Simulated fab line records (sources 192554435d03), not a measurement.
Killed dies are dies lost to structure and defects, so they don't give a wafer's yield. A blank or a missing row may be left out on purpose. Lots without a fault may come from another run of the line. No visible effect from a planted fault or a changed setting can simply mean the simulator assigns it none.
Which tool did it? | flow n5 finfet | Sampling: 10 lots, 30 wafers, 7 of 1938 route steps

WHAT THE GAUGES SHOWED, per wafer
N5_BEOL_M7_INSPECT_58: inspects for defects (darkfield).
lot  | measured     | on                | raw defect count
L515 | day 9 22:10  | defect inspect-02 | 89 75 60
L516 | day 10 15:09 | defect inspect-02 | 40 30 52
L521 | day 11 08:47 | defect inspect-02 | 67 36 35
L520 | day 11 22:26 | defect inspect-02 | 537 527 517
L524 | day 12 01:18 | defect inspect-02 | 509 546 475
L526 | day 12 15:48 | defect inspect-02 | 472 552 569
L525 | day 12 17:05 | defect inspect-01 | 45 59 75
L535 | day 15 07:29 | defect inspect-02 | 43 36 57
L537 | day 15 11:10 | defect inspect-01 | 59 50 94
L536 | day 15 12:09 | defect inspect-01 | 38 59 20

N5_BEOL_M8_INSPECT_13: inspects for defects (brightfield).
lot  | measured     | on                | raw defect count
L515 | day 10 00:55 | defect inspect-02 | 315 378 397
L516 | day 10 18:03 | defect inspect-02 | 505 386 367
L521 | day 11 10:34 | defect inspect-01 | 502 517 405
L520 | day 12 00:12 | defect inspect-02 | 751 751 664
L524 | day 12 03:23 | defect inspect-01 | 745 815 726
L526 | day 12 17:28 | defect inspect-01 | 717 894 854
L525 | day 12 20:10 | defect inspect-02 | 248 235 270
L535 | day 15 10:37 | defect inspect-02 | 208 211 243
L537 | day 15 14:13 | defect inspect-01 | 396 296 487
L536 | day 15 14:17 | defect inspect-02 | 400 338 241

N5_BEOL_M8_INSPECT_30: inspects for defects (brightfield).
lot  | measured     | on                | raw defect count
L515 | day 10 03:55 | defect inspect-01 | 346 376 406
L516 | day 10 22:34 | defect inspect-01 | 491 419 390
L521 | day 11 11:52 | defect inspect-01 | 492 534 430
L520 | day 12 02:17 | defect inspect-01 | 756 745 677
L524 | day 12 04:20 | defect inspect-02 | 725 775 698
L526 | day 12 18:59 | defect inspect-02 | 710 860 842
L525 | day 12 22:30 | defect inspect-02 | 257 248 255
L535 | day 15 12:59 | defect inspect-02 | 212 217 249
L537 | day 15 16:43 | defect inspect-01 | 403 324 479
L536 | day 15 16:53 | defect inspect-02 | 422 334 238

EACH LOT AND THE TOOL THAT RAN IT (in order: tool; ch and the chambers of the sampled wafers; start)
lot  | N5_BEOL_M7_STRIP_80                           | N5_BEOL_M7_CURE_75            | N5_BEOL_M7_PRE_CLEAN_45      | N5_BEOL_M7_PRE_CLEAN_55
L515 | rie diel-04 ch 0,1,2, day 9 19:32 or earlier  | uv cure-02 ch 1, day 9 19:32  | pvd sputter-03, day 9 20:08  | pecvd-03 ch 0,1, day 9 22:01
L516 | rie diel-04 ch 2,3, day 10 12:05 or earlier   | uv cure-01 ch 2, day 10 12:05 | pvd sputter-01, day 10 13:14 | pecvd-03 ch 0,1, day 10 15:00
L521 | rie diel-03 ch 2,3, day 11 05:02 or earlier   | uv cure-03 ch 2, day 11 05:02 | pvd sputter-03, day 11 05:23 | pecvd-03 ch 1,2, day 11 08:40
L520 | rie diel-03 ch 0,1,3, day 11 20:10 or earlier | uv cure-02 ch 2, day 11 20:10 | pvd sputter-01, day 11 20:38 | pecvd-03 ch 0,1,2, day 11 22:19
L524 | rie diel-06 ch 0,1, day 11 23:13 or earlier   | uv cure-01 ch 1, day 11 23:13 | pvd sputter-02, day 11 23:37 | pecvd-03 ch 1,2, day 12 01:11
L526 | rie diel-03 ch 0,3, day 12 13:08 or earlier   | uv cure-03 ch 1, day 12 13:08 | pvd sputter-01, day 12 13:25 | pecvd-03 ch 0,1,2, day 12 15:41
L525 | rie diel-06 ch 1,2, day 12 13:14 or earlier   | uv cure-01 ch 1, day 12 13:14 | pvd sputter-03, day 12 13:47 | pecvd-04 ch 1,2, day 12 16:58
L535 | rie diel-04 ch 0,2,3, day 15 04:35 or earlier | uv cure-01 ch 1, day 15 04:35 | pvd sputter-01, day 15 04:58 | pecvd-04 ch 0,2, day 15 07:22
L537 | rie diel-06 ch 0,1,3, day 15 07:22 or earlier | uv cure-03 ch 1, day 15 07:22 | pvd sputter-02, day 15 07:47 | pecvd-03 ch 0,1,2, day 15 11:04
L536 | rie diel-06 ch 0,2, day 15 10:08 or earlier   | uv cure-01 ch 0, day 15 10:08 | pvd sputter-02, day 15 10:28 | pecvd-03 ch 1,2, day 15 12:02
- N5_BEOL_M7_STRIP_80: strips in N2/H2, time 10 s.
- N5_BEOL_M7_CURE_75: cures SiCOH lowk, time 120 s.
- N5_BEOL_M7_PRE_CLEAN_45: time 30 s.
- N5_BEOL_M7_PRE_CLEAN_55: time 15 s.

WHAT THE TOOLS THEMSELVES READ (means of the sampled wafers that have a number; where no wafer has one, the mark that the record gives instead)
N5_BEOL_M7_STRIP_80.
lot  | tool        | drypump motor current A (A) | oes product au (a.u.) | rf vpp V (V) | showerhead plenum p Torr (Torr) | throttle valve pct (%)
L515 | rie diel-04 | 6.3                         | 0.75                  | 59.3         | 2.61                            | 23.6
L516 | rie diel-04 | 6.1                         | 0.70                  | 59.4         | 2.62                            | 24.0
L521 | rie diel-03 | 5.9                         | 0.84                  | 59.4         | 2.50                            | 23.3
L520 | rie diel-03 | 6.1                         | 0.85                  | 59.1         | 2.61                            | 23.6
L524 | rie diel-06 | 5.3                         | 0.72                  | 58.8         | 2.52                            | 24.0
L526 | rie diel-03 | 6.2                         | 0.94                  | 60.0         | 2.60                            | 23.5
L525 | rie diel-06 | 5.4                         | 0.75                  | 59.4         | 2.50                            | 23.8
L535 | rie diel-04 | 5.9                         | 0.82                  | 58.8         | 2.59                            | 23.7
L537 | rie diel-06 | 5.6                         | 0.69                  | 59.2         | 2.47                            | 24.0
L536 | rie diel-06 | 5.5                         | 0.72                  | 59.4         | 2.46                            | 23.7

N5_BEOL_M7_CURE_75.
lot  | tool       | lamp power pct (%) | wafer_temp_C_max
L515 | uv cure-02 | 52.32              | 371.0
L516 | uv cure-01 | 52.35              | 371.1
L521 | uv cure-03 | 52.33              | 371.0
L520 | uv cure-02 | 52.32              | 373.1
L524 | uv cure-01 | 52.36              | 371.5
L526 | uv cure-03 | 52.30              | 371.1
L525 | uv cure-01 | 52.35              | 371.8
L535 | uv cure-01 | 52.33              | 371.7
L537 | uv cure-03 | 52.30              | 371.2
L536 | uv cure-01 | 52.29              | 373.6

N5_BEOL_M7_PRE_CLEAN_45.
lot  | tool           | heater power w (W)
L515 | pvd sputter-03 | 320
L516 | pvd sputter-01 | 330
L521 | pvd sputter-03 | 314
L520 | pvd sputter-01 | 365
L524 | pvd sputter-02 | 326
L526 | pvd sputter-01 | 390
L525 | pvd sputter-03 | 323
L535 | pvd sputter-01 | 333
L537 | pvd sputter-02 | 310
L536 | pvd sputter-02 | 311

THE ANSWER, worked out from the rows above alone
Rule: the lots themselves supply what counts as usual. Put in order of their means at a reading, lots are off if they are a third of the lots or fewer, leave a main group of 4 or more, and stand apart from it by a gap of 3 or more times the standard deviation of the main group's means; of several such gaps the widest counts. A main group is skipped when, at the precision printed for the reading in the tables above, its means are all equal. A lot without any number at a reading at which 4 lots or more have one is off too. The other lots that the step has rows for count as sound. First the gauges in route order, then the tools' own readings, where a lot's mean is used as printed above. The first step at which some lot is off is used, and at that step the reading that is off furthest; a lot without a number counts as furthest.
Off at N5_BEOL_M7_INSPECT_58 (raw defect count): L520, L524, L526. For the main group the mean is 53 and the standard deviation 13.
A tool fits if, at a process step before that reading, it ran every lot that is off, and no sound lot after the first of them. The gauges at N5_BEOL_M7_INSPECT_58 are tried like those tools. N5_BEOL_M7_STRIP_80 gives no start for some lots, so the hours and the order of its lots are those of N5_BEOL_M7_CURE_75. No candidate that was tried fits.

WHAT THE SIMULATOR HAD INSERTED
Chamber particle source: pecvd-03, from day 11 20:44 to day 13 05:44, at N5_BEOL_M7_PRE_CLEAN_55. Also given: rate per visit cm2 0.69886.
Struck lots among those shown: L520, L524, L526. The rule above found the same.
